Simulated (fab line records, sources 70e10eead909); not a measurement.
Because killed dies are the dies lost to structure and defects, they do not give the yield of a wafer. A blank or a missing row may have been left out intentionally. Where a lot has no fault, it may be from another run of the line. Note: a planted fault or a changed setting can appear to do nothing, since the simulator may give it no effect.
The tool behind it: which one? | flow nandHarc | 72 wafers from 24 lots sampled at 3 of the route's 1302 steps

WHAT THE GAUGES SHOWED, per wafer
NHARC_P_M2_CD_MEAS_09: the cd target is 170 nm. Usual: cdNm 170.1 nm, standard deviation 0.64.
lot  | measured     | on       | cdNm (nm)         | flag
L074 | day 6 08:11  | cdSem-02 | 170.0 169.4 169.0 | 
L075 | day 6 21:35  | cdSem-02 | 170.6 170.6 170.1 | 
L076 | day 7 00:29  | cdSem-01 | 169.3 170.9 169.5 | 
L077 | day 7 19:13  | cdSem-01 | 169.6 170.6 170.0 | 
L078 | day 7 22:49  | cdSem-01 | 170.4 171.0 170.7 | 
L079 | day 8 09:44  | cdSem-01 | 171.3 170.7 169.8 | 
L080 | day 8 21:41  | cdSem-03 | 171.0 170.0 170.2 | 
L081 | day 9 04:10  | cdSem-02 | 169.6 171.1 170.8 | 
L082 | day 9 22:20  | cdSem-01 | 169.3 169.2 169.7 | 
L083 | day 10 03:44 | cdSem-03 | 169.8 170.4 170.3 | 
L084 | day 10 11:51 | cdSem-03 | 170.4 170.3 170.7 | 
L085 | day 11 00:25 | cdSem-02 | 170.4 170.4 170.0 | 
L086 | day 11 11:07 | cdSem-01 | 170.2 170.2 171.0 | 
L087 | day 11 20:20 | cdSem-02 | 170.7 170.7 170.8 | 
L088 | day 12 17:06 | cdSem-03 | 171.0 171.3 170.8 | 
L089 | day 12 20:01 | cdSem-03 | 169.5 170.2 169.5 | 
L090 | day 13 02:53 | cdSem-02 | 169.2 169.7 169.8 | 
L091 | day 13 11:31 | cdSem-01 | 169.5 169.2 169.6 | 
L092 | day 13 23:55 | cdSem-01 | 171.2 170.5 171.0 | 
L093 | day 14 13:36 | cdSem-01 | 170.6 170.0 169.9 | 
L094 | day 15 00:17 | cdSem-01 | 169.7 169.4 169.9 | 
L095 | day 15 23:26 | cdSem-02 | 169.4 169.6 169.0 | 
L096 | day 16 08:02 | cdSem-03 | 170.3 170.3 169.9 | 
L097 | day 16 09:19 | cdSem-03 | 169.4 170.3 169.1 | 

TOOL THAT RAN EACH LOT (tool first, then ch and the chambers of the sampled wafers, then the start)
lot  | NHARC_P_M1_PVD_21                      | NHARC_P_M1_ANNEAL_31
L074 | pvdSputter-01, day 6 05:58 or earlier  | rtpAnneal-02 ch 0, day 6 05:58
L075 | pvdSputter-02, day 6 19:35 or earlier  | rtpAnneal-01 ch 0, day 6 19:35
L076 | pvdSputter-01, day 6 22:20 or earlier  | rtpAnneal-01 ch 0, day 6 22:20
L077 | pvdSputter-01, day 7 17:05 or earlier  | rtpAnneal-01 ch 0, day 7 17:05
L078 | pvdSputter-01, day 7 20:37 or earlier  | rtpAnneal-01 ch 0, day 7 20:37
L079 | pvdSputter-02, day 8 07:34 or earlier  | rtpAnneal-01 ch 0, day 8 07:34
L080 | pvdSputter-03, day 8 19:36 or earlier  | rtpAnneal-01 ch 0, day 8 19:36
L081 | pvdSputter-03, day 9 02:10 or earlier  | rtpAnneal-02 ch 0, day 9 02:10
L082 | pvdSputter-02, day 9 20:09 or earlier  | rtpAnneal-01 ch 0, day 9 20:09
L083 | pvdSputter-02, day 10 01:34 or earlier | rtpAnneal-01 ch 0, day 10 01:34
L084 | pvdSputter-01, day 10 09:32 or earlier | rtpAnneal-01 ch 0, day 10 09:32
L085 | pvdSputter-03, day 10 22:12 or earlier | rtpAnneal-02 ch 0, day 10 22:12
L086 | pvdSputter-03, day 11 09:12 or earlier | rtpAnneal-02 ch 0, day 11 09:12
L087 | pvdSputter-03, day 11 18:07 or earlier | rtpAnneal-01 ch 0, day 11 18:07
L088 | pvdSputter-02, day 12 14:53 or earlier | rtpAnneal-01 ch 0, day 12 14:53
L089 | pvdSputter-03, day 12 17:52 or earlier | rtpAnneal-01 ch 0, day 12 17:52
L090 | pvdSputter-01, day 13 00:43 or earlier | rtpAnneal-01 ch 0, day 13 00:43
L091 | pvdSputter-02, day 13 09:07 or earlier | rtpAnneal-02 ch 0, day 13 09:07
L092 | pvdSputter-02, day 13 21:47 or earlier | rtpAnneal-02 ch 0, day 13 21:47
L093 | pvdSputter-02, day 14 11:21 or earlier | rtpAnneal-02 ch 0, day 14 11:21
L094 | pvdSputter-02, day 14 21:56 or earlier | rtpAnneal-01 ch 0, day 14 21:56
L095 | pvdSputter-01, day 15 21:31 or earlier | rtpAnneal-02 ch 0, day 15 21:31
L096 | pvdSputter-01, day 16 06:00 or earlier | rtpAnneal-01 ch 0, day 16 06:00
L097 | pvdSputter-01, day 16 07:20 or earlier | rtpAnneal-01 ch 0, day 16 07:20
- NHARC_P_M1_PVD_21: deposits Cu, target thk 30 nm, time 20.49 s.
- NHARC_P_M1_ANNEAL_31: time 90 s.

WHAT THE TOOLS THEMSELVES READ (means of the sampled wafers that have a number; where no wafer has one, the mark that the record gives instead)
NHARC_P_M1_PVD_21. Usual: throttleValvePct 29.6 %, standard deviation 0.77.
lot  | tool          | throttleValvePct (%) | flag
L074 | pvdSputter-01 | 28.8                 | 
L075 | pvdSputter-02 | 29.2                 | 
L076 | pvdSputter-01 | 29.4                 | 
L077 | pvdSputter-01 | 29.5                 | 
L078 | pvdSputter-01 | 29.6                 | 
L079 | pvdSputter-02 | 29.1                 | 
L080 | pvdSputter-03 | 30.2                 | 
L081 | pvdSputter-03 | 30.2                 | 
L082 | pvdSputter-02 | 29.3                 | 
L083 | pvdSputter-02 | 29.2                 | 
L084 | pvdSputter-01 | 29.4                 | 
L085 | pvdSputter-03 | 30.0                 | 
L086 | pvdSputter-03 | 30.0                 | 
L087 | pvdSputter-03 | 30.5                 | 
L088 | pvdSputter-02 | 29.2                 | 
L089 | pvdSputter-03 | 29.6                 | 
L090 | pvdSputter-01 | 29.8                 | 
L091 | pvdSputter-02 | 28.9                 | 
L092 | pvdSputter-02 | 29.5                 | 
L093 | pvdSputter-02 | 29.4                 | 
L094 | pvdSputter-02 | 29.7                 | 
L095 | pvdSputter-01 | 29.4                 | 
L096 | pvdSputter-01 | 29.8                 | 
L097 | pvdSputter-01 | 29.8                 | 

NHARC_P_M1_ANNEAL_31. Usual: wafer_temp_C_max 226.0, standard deviation 0.39.
lot  | tool         | wafer_temp_C_max | flag
L074 | rtpAnneal-02 | 225.7            | 
L075 | rtpAnneal-01 | 226.0            | 
L076 | rtpAnneal-01 | 226.3            | 
L077 | rtpAnneal-01 | 226.2            | 
L078 | rtpAnneal-01 | 226.2            | 
L079 | rtpAnneal-01 | 226.0            | 
L080 | rtpAnneal-01 | 226.3            | 
L081 | rtpAnneal-02 | 225.9            | 
L082 | rtpAnneal-01 | 226.3            | 
L083 | rtpAnneal-01 | 226.4            | 
L084 | rtpAnneal-01 | 226.6            | 
L085 | rtpAnneal-02 | 225.4            | 
L086 | rtpAnneal-02 | 225.6            | 
L087 | rtpAnneal-01 | 226.1            | 
L088 | rtpAnneal-01 | 226.1            | 
L089 | rtpAnneal-01 | 226.2            | 
L090 | rtpAnneal-01 | 226.3            | 
L091 | rtpAnneal-02 | 225.6            | 
L092 | rtpAnneal-02 | 225.7            | 
L093 | rtpAnneal-02 | 225.3            | 
L094 | rtpAnneal-01 | 226.2            | 
L095 | rtpAnneal-02 | 225.5            | 
L096 | rtpAnneal-01 | 226.2            | 
L097 | rtpAnneal-01 | 226.0            | 

THE ANSWER, worked out from the rows above alone
Rule: lot off if the mean of its wafers having a number is beyond 3 standard deviations from the usual mean. A lot without any number at a reading at which 4 lots or more have one is off too. The other lots that the step has rows for count as sound. After the gauges, taken in route order, come the tools' own readings; for these a lot's mean is taken, as printed above. At the first step where some lot is off, the reading lying furthest off is the one used; lots without a number count as furthest.
Across all readings shown, no lot is off: no conclusion can be drawn from this.

WHAT WAS PUT IN BY THE SIMULATOR
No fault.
